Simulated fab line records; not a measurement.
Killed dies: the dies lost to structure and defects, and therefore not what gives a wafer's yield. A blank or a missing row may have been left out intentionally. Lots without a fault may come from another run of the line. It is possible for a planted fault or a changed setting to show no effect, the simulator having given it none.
Matching of chambers | flow nand harc | ald hk-01 running NHARC_A_CHANNEL_FILL_D2_ALD_16: 4 sister chambers
The step deposits SiO2, target thk 1.5 nm, pulse time 10 s, ald cycles 15. 18 wafers are shown with their chamber, then 9 later ones without.

## WAFERS, EACH WITH ITS CHAMBER
wafer  | chamber | heater power w (W) | precursor pulse height rel
L074.1 | 2       | 498                | 1.013
L074.2 | 3       | 519                | 0.990
L074.6 | 2       | 491                | 1.012
L078.1 | 0       | 467                | 1.018
L078.2 | 1       | 499                | 0.975
L078.6 | 0       | 461                | 1.037
L081.1 | 3       | 499                | 1.026
L081.4 | 0       | 461                | 0.987
L081.5 | 3       | 511                | 0.977
L084.1 | 1       | 497                | 1.004
L084.4 | 2       | 507                | 0.979
L084.5 | 3       | 510                | 0.961
L085.2 | 1       | 491                | 0.998
L085.3 | 3       | 513                | 1.026
L085.6 | 1       | 486                | 0.988
L089.2 | 0       | 457                | 1.019
L089.4 | 3       | 504                | 0.951
L089.5 | 3       | 525                | 1.024

SIGNATURES (averages over the wafers above)
reading                    | chamber 0 | chamber 1 | chamber 2 | chamber 3 | scatter within a chamber
heater power w             | 461.50    | 493.25    | 498.67    | 511.57    | 7.27
precursor pulse height rel | 1.01525   | 0.99125   | 1.00133   | 0.99357   | 0.0249
Rule: a wafer lies at a distance from a chamber equal to the root of the sum of squares, over the readings, of (its reading less the chamber's mean, divided by the reading's scatter). The wafer belongs to the nearest chamber; if the next one is less than 2 further off, it can't be placed. The scatter: take each reading less its chamber's mean, square it, sum over the shown wafers, divide by the number of wafers less the number of chambers, and take the root.

## WAFERS WITHOUT THEIR CHAMBER
wafer  | heater power w (W) | precursor pulse height rel
L094.1 | 518                | 1.007
L094.2 | 454                | 1.018
L094.3 | 479                | 0.986
L096.1 | 487                | 1.020
L096.4 | 464                | 1.001
L096.6 | 481                | 1.003
L097.1 | 504                | 0.965
L097.3 | 493                | 0.967
L097.5 | 514                | 1.006

## WHICH CHAMBER EACH WENT THROUGH
wafer  | from the rows above          | in truth
L094.1 | can't be placed: 3 or 2      | 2
L094.2 | 0                            | 0
L094.3 | can't be placed: 1 or 0 or 2 | 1
L096.1 | can't be placed: 1 or 2      | 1
L096.4 | 0                            | 0
L096.6 | can't be placed: 1 or 2 or 0 | 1
L097.1 | can't be placed: 3 or 2 or 1 | 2
L097.3 | can't be placed: 1 or 2 or 3 | 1
L097.5 | can't be placed: 3 or 2      | 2
2 of 9 placed correctly. Not placeable from these rows: 7 (in 7, the candidates include the true chamber). Placed wrongly: 0.
